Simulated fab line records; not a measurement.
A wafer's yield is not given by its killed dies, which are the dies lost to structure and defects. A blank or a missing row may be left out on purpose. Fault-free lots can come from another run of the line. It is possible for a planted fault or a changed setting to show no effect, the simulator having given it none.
Matching of chambers || flow n5Finfet || N5_FIN_SAQP_SPACER1_ETCHBACK_25 on rieDiel-04 has 4 sister chambers
The step etches SiO2 in CHF3/O2, target depth 24.4 nm, time 12.2 s. 30 wafers are shown with their chamber, then 12 later ones without.

== WAFERS PAIRED WITH THEIR CHAMBERS ==
{"wafer": "L078.1", "chamber": 2, "showerheadPlenumPTorr (Torr)": 2.41, "throttleValvePct (%)": 19.19, "drypumpMotorCurrentA (A)": 6.1}
{"wafer": "L078.3", "chamber": 1, "showerheadPlenumPTorr (Torr)": 2.49, "throttleValvePct (%)": 19.12, "drypumpMotorCurrentA (A)": 6.5}
{"wafer": "L078.5", "chamber": 3, "showerheadPlenumPTorr (Torr)": 2.41, "throttleValvePct (%)": 19.08, "drypumpMotorCurrentA (A)": 6.2}
{"wafer": "L080.1", "chamber": 2, "showerheadPlenumPTorr (Torr)": 2.41, "throttleValvePct (%)": 19.20, "drypumpMotorCurrentA (A)": 6.1}
{"wafer": "L080.4", "chamber": 0, "showerheadPlenumPTorr (Torr)": 2.49, "throttleValvePct (%)": 18.90, "drypumpMotorCurrentA (A)": 6.3}
{"wafer": "L080.6", "chamber": 0, "showerheadPlenumPTorr (Torr)": 2.49, "throttleValvePct (%)": 18.89, "drypumpMotorCurrentA (A)": 6.3}
{"wafer": "L081.3", "chamber": 3, "showerheadPlenumPTorr (Torr)": 2.41, "throttleValvePct (%)": 19.09, "drypumpMotorCurrentA (A)": 6.3}
{"wafer": "L081.4", "chamber": 2, "showerheadPlenumPTorr (Torr)": 2.41, "throttleValvePct (%)": 19.18, "drypumpMotorCurrentA (A)": 6.1}
{"wafer": "L081.5", "chamber": 3, "showerheadPlenumPTorr (Torr)": 2.41, "throttleValvePct (%)": 19.10, "drypumpMotorCurrentA (A)": 6.3}
{"wafer": "L083.1", "chamber": 2, "showerheadPlenumPTorr (Torr)": 2.41, "throttleValvePct (%)": 19.20, "drypumpMotorCurrentA (A)": 6.0}
{"wafer": "L083.2", "chamber": 3, "showerheadPlenumPTorr (Torr)": 2.41, "throttleValvePct (%)": 19.11, "drypumpMotorCurrentA (A)": 6.3}
{"wafer": "L083.3", "chamber": 1, "showerheadPlenumPTorr (Torr)": 2.49, "throttleValvePct (%)": 19.17, "drypumpMotorCurrentA (A)": 6.5}
{"wafer": "L083.4", "chamber": 0, "showerheadPlenumPTorr (Torr)": 2.49, "throttleValvePct (%)": 18.90, "drypumpMotorCurrentA (A)": 6.3}
{"wafer": "L083.5", "chamber": 3, "showerheadPlenumPTorr (Torr)": 2.41, "throttleValvePct (%)": 19.11, "drypumpMotorCurrentA (A)": 6.3}
{"wafer": "L083.6", "chamber": 0, "showerheadPlenumPTorr (Torr)": 2.49, "throttleValvePct (%)": 18.90, "drypumpMotorCurrentA (A)": 6.3}
{"wafer": "L084.4", "chamber": 1, "showerheadPlenumPTorr (Torr)": 2.49, "throttleValvePct (%)": 19.17, "drypumpMotorCurrentA (A)": 6.5}
{"wafer": "L084.5", "chamber": 2, "showerheadPlenumPTorr (Torr)": 2.41, "throttleValvePct (%)": 19.20, "drypumpMotorCurrentA (A)": 6.1}
{"wafer": "L084.6", "chamber": 1, "showerheadPlenumPTorr (Torr)": 2.49, "throttleValvePct (%)": 19.14, "drypumpMotorCurrentA (A)": 6.5}
{"wafer": "L088.1", "chamber": 1, "showerheadPlenumPTorr (Torr)": 2.48, "throttleValvePct (%)": 19.16, "drypumpMotorCurrentA (A)": 6.4}
{"wafer": "L088.4", "chamber": 0, "showerheadPlenumPTorr (Torr)": 2.48, "throttleValvePct (%)": 18.93, "drypumpMotorCurrentA (A)": 6.3}
{"wafer": "L088.5", "chamber": 2, "showerheadPlenumPTorr (Torr)": 2.40, "throttleValvePct (%)": 19.20, "drypumpMotorCurrentA (A)": 6.1}
{"wafer": "L090.1", "chamber": 0, "showerheadPlenumPTorr (Torr)": 2.48, "throttleValvePct (%)": 18.92, "drypumpMotorCurrentA (A)": 6.3}
{"wafer": "L090.2", "chamber": 3, "showerheadPlenumPTorr (Torr)": 2.40, "throttleValvePct (%)": 19.13, "drypumpMotorCurrentA (A)": 6.3}
{"wafer": "L090.3", "chamber": 1, "showerheadPlenumPTorr (Torr)": 2.48, "throttleValvePct (%)": 19.18, "drypumpMotorCurrentA (A)": 6.5}
{"wafer": "L090.4", "chamber": 1, "showerheadPlenumPTorr (Torr)": 2.48, "throttleValvePct (%)": 19.18, "drypumpMotorCurrentA (A)": 6.5}
{"wafer": "L090.5", "chamber": 0, "showerheadPlenumPTorr (Torr)": 2.48, "throttleValvePct (%)": 18.93, "drypumpMotorCurrentA (A)": 6.3}
{"wafer": "L090.6", "chamber": 3, "showerheadPlenumPTorr (Torr)": 2.41, "throttleValvePct (%)": 19.13, "drypumpMotorCurrentA (A)": 6.2}
{"wafer": "L091.1", "chamber": 0, "showerheadPlenumPTorr (Torr)": 2.48, "throttleValvePct (%)": 18.93, "drypumpMotorCurrentA (A)": 6.3}
{"wafer": "L091.2", "chamber": 3, "showerheadPlenumPTorr (Torr)": 2.40, "throttleValvePct (%)": 19.14, "drypumpMotorCurrentA (A)": 6.2}
{"wafer": "L091.6", "chamber": 2, "showerheadPlenumPTorr (Torr)": 2.40, "throttleValvePct (%)": 19.21, "drypumpMotorCurrentA (A)": 6.1}

SIGNATURES (means of the wafers above)
{"reading": "showerheadPlenumPTorr", "chamber 0": 2.4850, "chamber 1": 2.4857, "chamber 2": 2.4071, "chamber 3": 2.4075, "scatter within a chamber": 0.00505}
{"reading": "throttleValvePct", "chamber 0": 18.9125, "chamber 1": 19.1600, "chamber 2": 19.1971, "chamber 3": 19.1112, "scatter within a chamber": 0.0182}
{"reading": "drypumpMotorCurrentA", "chamber 0": 6.300, "chamber 1": 6.486, "chamber 2": 6.086, "chamber 3": 6.263, "scatter within a chamber": 0.0372}
Rule: for a wafer and a chamber, the distance is found by dividing, reading by reading, the gap between the wafer's reading and the chamber's mean by the reading's scatter, squaring, summing and taking the root. The wafer belongs to the nearest chamber; if the next one is less than 2 further off, it can't be placed. The scatter: take each reading less its chamber's mean, square it, sum over the shown wafers, divide by the number of wafers less the number of chambers, and take the root.

== WAFERS WITH NO CHAMBER GIVEN ==
{"wafer": "L092.1", "showerheadPlenumPTorr (Torr)": 2.48, "throttleValvePct (%)": 19.17, "drypumpMotorCurrentA (A)": 6.4}
{"wafer": "L092.2", "showerheadPlenumPTorr (Torr)": 2.40, "throttleValvePct (%)": 19.15, "drypumpMotorCurrentA (A)": 6.3}
{"wafer": "L092.3", "showerheadPlenumPTorr (Torr)": 2.48, "throttleValvePct (%)": 18.93, "drypumpMotorCurrentA (A)": 6.3}
{"wafer": "L092.4", "showerheadPlenumPTorr (Torr)": 2.48, "throttleValvePct (%)": 19.19, "drypumpMotorCurrentA (A)": 6.4}
{"wafer": "L092.5", "showerheadPlenumPTorr (Torr)": 2.48, "throttleValvePct (%)": 18.93, "drypumpMotorCurrentA (A)": 6.3}
{"wafer": "L092.6", "showerheadPlenumPTorr (Torr)": 2.40, "throttleValvePct (%)": 19.16, "drypumpMotorCurrentA (A)": 6.2}
{"wafer": "L097.1", "showerheadPlenumPTorr (Torr)": 2.47, "throttleValvePct (%)": 18.94, "drypumpMotorCurrentA (A)": 6.2}
{"wafer": "L097.2", "showerheadPlenumPTorr (Torr)": 2.40, "throttleValvePct (%)": 19.24, "drypumpMotorCurrentA (A)": 6.1}
{"wafer": "L097.3", "showerheadPlenumPTorr (Torr)": 2.48, "throttleValvePct (%)": 19.21, "drypumpMotorCurrentA (A)": 6.4}
{"wafer": "L097.4", "showerheadPlenumPTorr (Torr)": 2.40, "throttleValvePct (%)": 19.17, "drypumpMotorCurrentA (A)": 6.2}
{"wafer": "L097.5", "showerheadPlenumPTorr (Torr)": 2.40, "throttleValvePct (%)": 19.24, "drypumpMotorCurrentA (A)": 6.1}
{"wafer": "L097.6", "showerheadPlenumPTorr (Torr)": 2.40, "throttleValvePct (%)": 19.17, "drypumpMotorCurrentA (A)": 6.2}

== THE CHAMBER EACH PASSED THROUGH ==
{"wafer": "L092.1", "from the rows above": 1, "in truth": 1}
{"wafer": "L092.2", "from the rows above": 3, "in truth": 3}
{"wafer": "L092.3", "from the rows above": 0, "in truth": 0}
{"wafer": "L092.4", "from the rows above": 1, "in truth": 1}
{"wafer": "L092.5", "from the rows above": 0, "in truth": 0}
{"wafer": "L092.6", "from the rows above": "can't be placed: 3 or 2", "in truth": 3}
{"wafer": "L097.1", "from the rows above": 0, "in truth": 0}
{"wafer": "L097.2", "from the rows above": 2, "in truth": 2}
{"wafer": "L097.3", "from the rows above": 1, "in truth": 1}
{"wafer": "L097.4", "from the rows above": "can't be placed: 2 or 3", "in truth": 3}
{"wafer": "L097.5", "from the rows above": 2, "in truth": 2}
{"wafer": "L097.6", "from the rows above": "can't be placed: 2 or 3", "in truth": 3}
9 of 12 placed correctly. Cannot be placed on the basis of these rows: 3; the candidates contain the true chamber in 3. Number placed wrongly: 0.
